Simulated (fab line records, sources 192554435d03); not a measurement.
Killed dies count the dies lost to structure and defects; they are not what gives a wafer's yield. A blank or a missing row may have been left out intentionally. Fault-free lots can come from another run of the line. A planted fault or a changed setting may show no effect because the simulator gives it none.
Chamber matching | flow n5-finfet | N5_BEOL_M10_ETCH_61 on rie-diel-01 has 4 sister chambers
The step etches SiARC in CF4, target depth 39 nm, time 65 s. 14 wafers are shown with their chamber, then 7 later ones without.

== EACH WAFER AND ITS CHAMBER ==
wafer  | chamber | showerhead-plenum-p-Torr (Torr) | throttle-valve-pct (%) | drypump-motor-current-A (A)
L077.2 | 1       | 2.23                            | 15.69                  | 5.56
L077.3 | 2       | 2.12                            | 16.07                  | 5.65
L077.5 | 0       | 2.07                            | 15.66                  | 5.76
L078.2 | 2       | 2.12                            | 16.09                  | 5.65
L078.4 | 1       | 2.23                            | 15.70                  | 5.57
L078.5 | 1       | 2.23                            | 15.71                  | 5.55
L086.2 | 1       | 2.23                            | 15.74                  | 5.52
L086.3 | 3       | 2.10                            | 15.34                  | 5.85
L086.4 | 0       | 2.07                            | 15.71                  | 5.73
L085.2 | 2       | 2.11                            | 16.14                  | 5.64
L085.3 | 3       | 2.10                            | 15.35                  | 5.86
L085.4 | 0       | 2.06                            | 15.72                  | 5.73
L090.3 | 0       | 2.06                            | 15.72                  | 5.73
L090.4 | 1       | 2.23                            | 15.77                  | 5.55

SIGNATURES (averages over the wafers above)
reading                  | chamber 0 | chamber 1 | chamber 2 | chamber 3 | scatter within a chamber
showerhead-plenum-p-Torr | 2.0650    | 2.2300    | 2.1167    | 2.1000    | 0.00408
throttle-valve-pct       | 15.7025   | 15.7220   | 16.1000   | 15.3450   | 0.0307
drypump-motor-current-A  | 5.7375    | 5.5500    | 5.6467    | 5.8550    | 0.0148
Rule: a wafer lies at a distance from a chamber equal to the root of the sum of squares, over the readings, of (its reading less the chamber's mean, divided by the reading's scatter). If the next closest chamber is less than 2 further off than the closest, the wafer can't be placed; otherwise it belongs to the closest. The scatter is the square root of a quotient: the sum, over the shown wafers, of each reading's squared deviation from its chamber's mean, divided by wafers minus chambers.

== WAFERS WITHOUT THEIR CHAMBER ==
wafer  | showerhead-plenum-p-Torr (Torr) | throttle-valve-pct (%) | drypump-motor-current-A (A)
L090.6 | 2.06                            | 15.72                  | 5.74
L094.2 | 2.11                            | 16.16                  | 5.63
L094.3 | 2.22                            | 15.77                  | 5.53
L094.4 | 2.06                            | 15.74                  | 5.75
L097.4 | 2.09                            | 15.38                  | 5.84
L097.5 | 2.22                            | 15.79                  | 5.55
L097.6 | 2.05                            | 15.76                  | 5.74

== WHICH CHAMBER EACH WENT THROUGH ==
wafer  | from the rows above | in truth
L090.6 | 0                   | 0
L094.2 | 2                   | 2
L094.3 | 1                   | 1
L094.4 | 0                   | 0
L097.4 | 3                   | 3
L097.5 | 1                   | 1
L097.6 | 0                   | 0
Correctly placed: 7 of 7. From these rows, 0 cannot be placed. 0 placed wrongly.
